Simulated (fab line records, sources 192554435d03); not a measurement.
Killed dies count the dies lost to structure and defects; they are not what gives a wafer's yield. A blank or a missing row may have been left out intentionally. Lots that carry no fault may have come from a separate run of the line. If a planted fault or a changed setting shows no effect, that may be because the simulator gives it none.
Split-lot study    flow n5 finfet    7 lots, 21 wafers read, on a route of 1938 steps

== SPLIT DETAILS ==
At N5_BEOL_M11_ETCH_41 (etches SiCN in CH3F/O2, target depth 42.6 nm, time 86 s), the setting time s was moved away from the recipe's 86 s on 6 of the 21 wafers read, by -10.8% to +22.3%. All remaining wafers had this setting at the recipe value.

The reading comes from the split's own step.

== THE READING ==
etch.depth nm (the simulator's own value, which no gauge read), in nm, at N5_BEOL_M11_ETCH_41 (etches SiCN in CH3F/O2, target depth 42.6 nm, time 86 s). There is no usual value for it anywhere in the file. The 15 wafers here that ran the recipe average 32.61 nm, standard deviation 0.4 nm.

wafer   tool, chamber at the split  time s as run, s  against the recipe  etch.depth nm, nm  against lot-mates on the recipe
L074.1  rie diel-03, 1              101               +17.4%              38.85              +6.48
L074.3  rie diel-03, 3              101               +17.4%              38.32              +5.95
L074.4  rie diel-03, 2              86                recipe              32.37              -
L077.2  rie diel-03, 2              105.2             +22.3%              39.31              +6.62
L077.3  rie diel-03, 1              86                recipe              32.64              -
L077.6  rie diel-03, 3              86                recipe              32.74              -
L078.1  rie diel-03, 3              86                recipe              32.69              -
L078.2  rie diel-03, 2              86                recipe              32.57              -
L078.6  rie diel-03, 0              86                recipe              32.09              -
L080.2  rie diel-06, 1              91.95             +6.9%               35.32              +2.74
L080.3  rie diel-06, 0              86                recipe              33.29              -
L080.5  rie diel-06, 2              86                recipe              31.87              -
L082.2  rie diel-06, 2              86                recipe              32.18              -
L082.3  rie diel-06, 3              86                recipe              32.51              -
L082.5  rie diel-06, 1              86                recipe              33.07              -
L086.1  rie diel-06, 0              86                recipe              33.1               -
L086.5  rie diel-06, 0              86                recipe              32.95              -
L086.6  rie diel-06, 1              86                recipe              32.91              -
L095.1  rie diel-01, 0              86                recipe              32.21              -
L095.3  rie diel-01, 3              76.75             -10.8%              29.03              -3.18
L095.4  rie diel-01, 1              76.75             -10.8%              28.65              -3.56

FIT RESULTS
A straight line over all 21 wafers: etch.depth nm changes by +0.331 nm for each +1% of time s; r = +0.99; the points scatter about the line by 0.42 nm.
The same after taking each lot's own level away (the mean of its wafers on the recipe; 21 wafers): +0.327 nm for each +1%; r = +0.99; scatter 0.4 nm.
On that fit, the largest move of time s shifts the reading by 7.3 nm.
Measured against the standard deviation above, the lots' own levels, which go from 32.210 to 32.987 nm, span 2.0 times it.
So the lot-to-lot level changes the slope little: the two slopes agree.
Check: +7.79 nm against its lot-mates is what the line predicts for one of the wafers moved furthest among these (+22.3%) when that wafer is left out of the fit. It came out at +6.62 nm against them.

== OTHER SPLITS ON THESE WAFERS ==
Other splits were also applied to these wafers ahead of the reading. Each is held against what the fit with the lots' levels taken away leaves over:
other split on the same wafers     wafers away from the commonest value  r with etch.depth nm (lot level and that fit taken away)
N5_BEOL_M10_COAT_22 spin rpm       12                                    +0.00
N5_BEOL_M11_TRENCH_ETCH_37 time s  7                                     -0.09

== THE FILE'S OWN FIT ==
etch.depth nm changes by +0.322 nm for each +1% of time s, r = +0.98.
